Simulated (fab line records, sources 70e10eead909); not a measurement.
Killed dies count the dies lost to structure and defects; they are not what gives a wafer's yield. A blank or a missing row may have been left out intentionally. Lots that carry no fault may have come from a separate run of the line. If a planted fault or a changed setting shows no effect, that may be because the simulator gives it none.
Chamber matching -- flow nandHarc -- rieDiel-11 running NHARC_A_STAIRCASE_DESCUM_168: 4 sister chambers
The step chemistry O2, time 3 s. 16 wafers are shown with their chamber, then 8 later ones without.

## WAFERS PAIRED WITH THEIR CHAMBERS
wafer,chamber,drypumpMotorCurrentA (A),showerheadPlenumPTorr (Torr),oesProductAu (a.u.)
L077.2,1,6.4,1.96,1.005
L077.4,0,5.3,2.04,0.992
L077.6,1,6.4,1.96,1.015
L082.1,0,5.3,2.04,0.996
L082.2,1,6.4,1.95,1.013
L082.3,3,6.3,1.97,1.018
L082.4,2,5.5,1.83,1.003
L082.5,1,6.4,1.95,1.007
L082.6,2,5.5,1.83,1.000
L088.2,0,5.3,2.03,1.010
L088.3,2,5.5,1.82,0.992
L088.6,3,6.3,1.96,1.014
L089.2,2,5.5,1.82,1.003
L089.3,1,6.3,1.94,1.014
L089.4,3,6.3,1.96,1.010
L094.1,0,5.3,2.02,1.005

SIGNATURES (averages over the wafers above)
reading,chamber 0,chamber 1,chamber 2,chamber 3,scatter within a chamber
drypumpMotorCurrentA,5.300,6.380,5.500,6.300,0.0258
showerheadPlenumPTorr,2.0325,1.9520,1.8250,1.9633,0.00775
oesProductAu,1.00075,1.01080,0.99950,1.01400,0.00575
Rule: for a wafer and a chamber, the distance is found by dividing, reading by reading, the gap between the wafer's reading and the chamber's mean by the reading's scatter, squaring, summing and taking the root. If the next closest chamber is less than 2 further off than the closest, the wafer can't be placed; otherwise it belongs to the closest. How the scatter is found: for the shown wafers, subtract from each reading the mean of its chamber, square and add these, divide the total by (wafers less chambers), then take the root.

## WAFERS WHOSE CHAMBER IS MISSING
wafer,drypumpMotorCurrentA (A),showerheadPlenumPTorr (Torr),oesProductAu (a.u.)
L094.3,6.3,1.94,1.030
L094.6,6.3,1.94,1.013
L096.2,5.3,2.02,1.012
L096.4,5.5,1.82,1.009
L096.5,6.3,1.95,0.998
L097.1,5.3,2.02,1.016
L097.3,6.4,1.94,1.018
L097.5,5.3,2.02,1.011

## EACH ONE'S CHAMBER
wafer,from the rows above,in truth
L094.3,can't be placed: 3 or 1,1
L094.6,can't be placed: 3 or 1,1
L096.2,0,0
L096.4,2,2
L096.5,can't be placed: 3 or 1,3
L097.1,0,0
L097.3,1,1
L097.5,0,0
Correct placement for 5 of the 8. These rows do not allow placing 3 (true chamber among the candidates in 3). Number placed wrongly: 0.
